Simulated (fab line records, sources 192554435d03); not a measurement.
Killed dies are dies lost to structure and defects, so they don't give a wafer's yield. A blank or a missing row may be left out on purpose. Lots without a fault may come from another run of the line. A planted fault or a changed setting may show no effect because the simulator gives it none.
Split-lot experiment | flow n5_finfet | 7 lots, 39 wafers read, on a route of 1938 steps

THE SPLIT
At N5_DUMMY_GATE_EXPOSE_12 (exposes mask GATE, target cd 25 nm), the setting dose_mj was moved away from the recipe's 34 on 12 of the 39 wafers read, by -6.0% to +7.9%. The other wafers ran this setting at the recipe's value.

FROM THE SPLIT TO THE READING: what the file shows between them, 2 steps
- N5_DUMMY_GATE_PEB_13: peb time 60 s
- N5_DUMMY_GATE_DEVELOP_14: develop time 30 s

THE READING
cd_nm, in nm, at N5_DUMMY_GATE_CD_MEAS_15 (target cd 25.8 nm). Fault-free wafers of this fab line usually give 25.00 nm, standard deviation 0.29 nm.

wafer  | tool, chamber at the split | dose_mj as run | against the recipe | cd_nm, nm | against lot-mates on the recipe
L076.1 | euv_scanner-01, 0          | 34             | recipe             | 25.08     | -
L076.2 | euv_scanner-01, 0          | 34             | recipe             | 25.20     | -
L076.3 | euv_scanner-01, 0          | 34             | recipe             | 25.44     | -
L076.4 | euv_scanner-01, 0          | 34             | recipe             | 25.69     | -
L076.5 | euv_scanner-01, 0          | 34             | recipe             | 25.23     | -
L076.6 | euv_scanner-01, 0          | 34             | recipe             | 25.00     | -
L078.1 | euv_scanner-02, 0          | 34.99          | +2.9%              | 24.66     | -0.29
L078.2 | euv_scanner-02, 0          | 34             | recipe             | 25.33     | -
L078.3 | euv_scanner-02, 0          | 34.99          | +2.9%              | 24.53     | -0.42
L078.4 | euv_scanner-02, 0          | 34             | recipe             | 24.73     | -
L078.5 | euv_scanner-02, 0          | 34.99          | +2.9%              | 24.17     | -0.78
L078.6 | euv_scanner-02, 0          | 34             | recipe             | 24.80     | -
L079.1 | euv_scanner-01, 0          | 33.25          | -2.2%              | 25.63     | +0.94
L079.2 | euv_scanner-01, 0          | 34             | recipe             | 24.64     | -
L079.3 | euv_scanner-01, 0          | 34             | recipe             | 24.69     | -
L079.4 | euv_scanner-01, 0          | 33.25          | -2.2%              | 24.91     | +0.22
L079.5 | euv_scanner-01, 0          | 34             | recipe             | 24.74     | -
L079.6 | euv_scanner-01, 0          | 33.25          | -2.2%              | 25.07     | +0.38
L084.2 | euv_scanner-02, 0          | 34             | recipe             | 25.05     | -
L084.3 | euv_scanner-02, 0          | 34             | recipe             | 24.92     | -
L084.4 | euv_scanner-02, 0          | 34             | recipe             | 25.15     | -
L087.1 | euv_scanner-01, 0          | 31.97          | -6.0%              | 26.34     | +1.52
L087.2 | euv_scanner-01, 0          | 34             | recipe             | 25.05     | -
L087.3 | euv_scanner-01, 0          | 34             | recipe             | 24.46     | -
L087.4 | euv_scanner-01, 0          | 34             | recipe             | 24.95     | -
L087.5 | euv_scanner-01, 0          | 31.97          | -6.0%              | 26.28     | +1.46
L087.6 | euv_scanner-01, 0          | 31.97          | -6.0%              | 25.83     | +1.01
L091.1 | euv_scanner-01, 0          | 34             | recipe             | 24.98     | -
L091.2 | euv_scanner-01, 0          | 36.69          | +7.9%              | 24.16     | -0.76
L091.3 | euv_scanner-01, 0          | 34             | recipe             | 24.82     | -
L091.4 | euv_scanner-01, 0          | 36.69          | +7.9%              | 23.63     | -1.29
L091.5 | euv_scanner-01, 0          | 36.69          | +7.9%              | 23.63     | -1.29
L091.6 | euv_scanner-01, 0          | 34             | recipe             | 24.97     | -
L094.1 | euv_scanner-02, 0          | 34             | recipe             | 25.37     | -
L094.2 | euv_scanner-02, 0          | 34             | recipe             | 25.74     | -
L094.3 | euv_scanner-02, 0          | 34             | recipe             | 25.62     | -
L094.4 | euv_scanner-02, 0          | 34             | recipe             | 25.48     | -
L094.5 | euv_scanner-02, 0          | 34             | recipe             | 25.34     | -
L094.6 | euv_scanner-02, 0          | 34             | recipe             | 25.36     | -

THE FIT
A straight line over all 39 wafers: cd_nm changes by -0.166 nm for each +1% of dose_mj; r = -0.84; the points scatter about the line by 0.33 nm.
The same after taking each lot's own level away (the mean of its wafers on the recipe; 39 wafers): -0.175 nm for each +1%; r = -0.91; scatter 0.24 nm.
On that fit, the largest move of dose_mj shifts the reading by 1.4 nm.
The lots' own levels span 24.690 to 25.485 nm, that is 2.7 times the standard deviation above.
So the lot-to-lot level changes the slope little: the two slopes agree.
Check: with one of the wafers moved furthest among these (+7.9%) left out of the fit, the line predicts -1.48 nm for it against its lot-mates. It came out at -0.763 nm against them.

OTHER SPLITS ON THESE WAFERS
These wafers also went through other splits before the reading. Each is held against what the fit with the lots' levels taken away leaves over:
other split on the same wafers       | wafers away from the commonest value | r with cd_nm (lot level and that fit taken away)
N5_DUMMY_GATE_HM_DEP_06 target_thk_a | 12                                   | -0.05

THE FILE'S OWN FIT
cd_nm changes by -0.173 nm for each +1% of dose_mj, r = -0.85.
